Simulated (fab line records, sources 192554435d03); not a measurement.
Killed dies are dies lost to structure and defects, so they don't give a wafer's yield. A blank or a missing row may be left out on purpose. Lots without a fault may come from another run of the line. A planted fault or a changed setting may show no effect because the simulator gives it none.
A struck lot beside a sound one | flow n5_finfet | 16 steps out of a route of 1938
Sound: wafers L364.2, L364.4, L364.6. Struck: wafer L366.5. (L366.1, L366.6 of the same lot were not struck and are left out.) The cause comes at the end.
At each step with rows: each side's tool, then ch and its chambers, then its first start. Under that, the readings that differ: sound wafers | struck wafers | difference of the means | sigmas: that difference in standard deviations of wafers without a fault.
alike: readings whose means differ by less than 2 such deviations, and words and numbers that are the same on both sides. not compared: withheld readings, readings that some wafer has no value for, bounds like >300 that may hide the same value, and numbers for which the record gives no deviation and whose values overlap.
The two part at a step that has a row with sigmas, a row that says differs or no value, or rows on one side only. Numbers that don't overlap but have no deviation are shown without sigmas and don't part them. A reading that every wafer of one side lacks parts them only if that side has two wafers or more.

first, 3 steps without rows for these wafers: N5_DUMMY_GATE_STRIP_38 (strips in N2/H2); N5_DUMMY_GATE_STRIP_39 (strips in N2/H2); N5_DUMMY_GATE_TRIM_49 (chemistry O2, time 29 s, target cd 14 nm).
N5_DUMMY_GATE_STRIP_40: strips in CF4.
  sound on rie_diel-02 ch 1,3, day 4 05:42; struck on rie_diel-03 ch 2, day 4 16:35
  reading                     | sound       | struck | difference | sigmas
  drypump_motor_current_A (A) | 5.9 5.1 5.0 | 6.4    | +1.1       | +2
  alike: oes_product_au, rf_vpp_V, showerhead_plenum_p_Torr, throttle_valve_pct
  not compared: rf_hours_counter_h
N5_DUMMY_GATE_CD_MEAS_50: target cd 14 nm.
  sound on cd_sem-03, day 4 05:45; struck on cd_sem-01, day 4 16:38
  alike: cd_nm
then, 1 step without rows for these wafers: N5_DUMMY_GATE_ETCH_31 (etches SiO2 in C4F6/O2, target depth 82.5 nm, time 27.5 s).
N5_DUMMY_GATE_STRIP_41: strips in O2.
  sound on rie_diel-06 ch 1,2,3, day 4 05:51; struck on rie_diel-03 ch 3, day 4 16:44
  alike: drypump_motor_current_A, oes_product_au, rf_vpp_V, showerhead_plenum_p_Torr, throttle_valve_pct
  not compared: rf_hours_counter_h
then, 1 step without rows for these wafers: N5_DUMMY_GATE_HM_OPEN_21 (chemistry CH3F/O2, target SiNx, target depth 120 nm, time 171.4 s).
N5_DUMMY_GATE_ETCH_32: etches SiO2 in CF4, target depth 3.5 nm, time 3.9 s.
  sound on rie_si-02 ch 1,3, day 4 06:03; struck on rie_si-04 ch 3, day 4 16:56
  reading                     | sound       | struck | difference | sigmas
  drypump_motor_current_A (A) | 6.5 6.2 6.5 | 5.3    | -1.1       | -2
  alike: oes_product_au, throttle_valve_pct
  not compared: rf_hours_counter_h
N5_DUMMY_GATE_ETCH_23: etches poly-Si in HBr/Cl2/O2, target depth 41 nm, time 22.3 s.
  sound on rie_si-02 ch 1,3, day 4 06:05; struck on rie_si-04 ch 3, day 4 16:58
  reading                     | sound       | struck | difference | sigmas
  drypump_motor_current_A (A) | 6.5 6.2 6.5 | 5.2    | -1.2       | -3
  alike: oes_product_au, throttle_valve_pct
  not compared: rf_hours_counter_h
N5_DUMMY_GATE_ETCH_44: etches poly-Si in HBr/O2, stops on SiO2, target depth 127.5 nm.
  sound on rie_si-02 ch 1,3, day 4 06:08; struck on rie_si-04 ch 3, day 4 17:02
  reading                     | sound             | struck | difference | sigmas
  drypump_motor_current_A (A) | 6.5 6.2 6.5       | 5.2    | -1.2       | -3
  oes_product_au (a.u.)       | 0.731 0.726 0.728 | 0.704  | -0.024     | -2
  alike: throttle_valve_pct
  not compared: rf_hours_counter_h
N5_DUMMY_GATE_CD_MEAS_24: target cd 15 nm.
  sound on cd_sem-03, day 4 06:15; struck on cd_sem-03, day 4 17:08
  alike: cd_nm
N5_DUMMY_GATE_ETCH_42: etches SiO2 in CHF3/O2, target depth 3.5 nm, time 31 s.
  sound on rie_diel-02 ch 1,3, day 4 06:17; struck on rie_diel-06 ch 2, day 4 17:11
  reading                  | sound             | struck | difference | sigmas
  oes_product_au (a.u.)    | 0.77 0.74 0.77    | 1.07   | +0.31      | +3
  model.etch.depth_nm (nm) | 3.558 3.526 3.553 | 5.218  | +1.672     |
  alike: drypump_motor_current_A, rf_vpp_V, showerhead_plenum_p_Torr, throttle_valve_pct
  not compared: rf_hours_counter_h
then, 1 step without rows for these wafers: N5_DUMMY_GATE_STRIP_48 (strips in N2/H2, time 20 s).
-- the record jumps here: 6 days lie between the struck wafers' starts before and after (it left off in module DUMMY_GATE and takes up again in module BEOL_M4, whose first step shown is number 1111 of the route) --
N5_BEOL_M4_RC_MEAS_101:
  sound on prober-02 ch 0, day 9 21:22; struck on prober-01 ch 0, day 10 14:47
  alike: DIBL_N, DIBL_P, IOFF_N, IOFF_P, ION_N, ION_P, SS_N, SS_P, VT_N, VT_P
then, 1 step without rows for these wafers: N5_PASSIVATION_PROBE_49.

WHERE THEY PART
First at N5_DUMMY_GATE_STRIP_40; last, within this record, at N5_DUMMY_GATE_ETCH_42. Later steps at which nothing parts them and some readings are alike: N5_BEOL_M4_RC_MEAS_101.

WHY: what the simulator had put in
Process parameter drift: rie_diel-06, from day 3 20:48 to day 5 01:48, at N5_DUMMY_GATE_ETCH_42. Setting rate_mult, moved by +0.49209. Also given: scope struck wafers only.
